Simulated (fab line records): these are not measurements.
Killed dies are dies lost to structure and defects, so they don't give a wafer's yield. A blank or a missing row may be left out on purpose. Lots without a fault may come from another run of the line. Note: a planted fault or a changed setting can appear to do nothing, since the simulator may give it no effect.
Matching of chambers    flow nandHarc    NHARC_A_DECK1_JOINT_CMP_02 on cmp-04: 4 sister chambers
The step polishes SiOx. 4 wafers are shown with their chamber, then 9 later ones without.

## WAFERS PAIRED WITH THEIR CHAMBERS
wafer   chamber  motorCurrentA (A)
L081.4  0        13.5
L090.2  3        10.2
L090.5  1        11.6
L090.6  2        13.0

## WAFERS WHOSE CHAMBER IS MISSING
wafer   motorCurrentA (A)
L093.1  13.4
L093.4  11.2
L093.6  10.4
L095.2  13.0
L095.5  13.8
L095.6  11.3
L097.1  9.9
L097.2  12.8
L097.5  10.5

## THE CHAMBER EACH PASSED THROUGH
wafer   from the rows above      in truth
L093.1  can't be placed: 0 or 2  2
L093.4  1                        1
L093.6  3                        3
L095.2  can't be placed: 2 or 0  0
L095.5  can't be placed: 0 or 2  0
L095.6  1                        1
L097.1  3                        3
L097.2  can't be placed: 2 or 0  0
L097.5  3                        3
Placed correctly: 5 of 9. Not placeable from these rows: 4 (in 4, the candidates include the true chamber). 0 placed wrongly.
How it was worked out, from the rows above alone: a wafer's distance from a chamber is the root of the sum, over the readings, of the square of ((its reading less the chamber's mean) divided by the reading's scatter). The wafer belongs to the nearest chamber; if the next one is less than 2 further off, it can't be placed. The mean given for a chamber averages the wafers shown for that chamber. The scatter: root of mean squared gap, hidden wafer to nearest shown wafer, with one shown wafer a chamber.
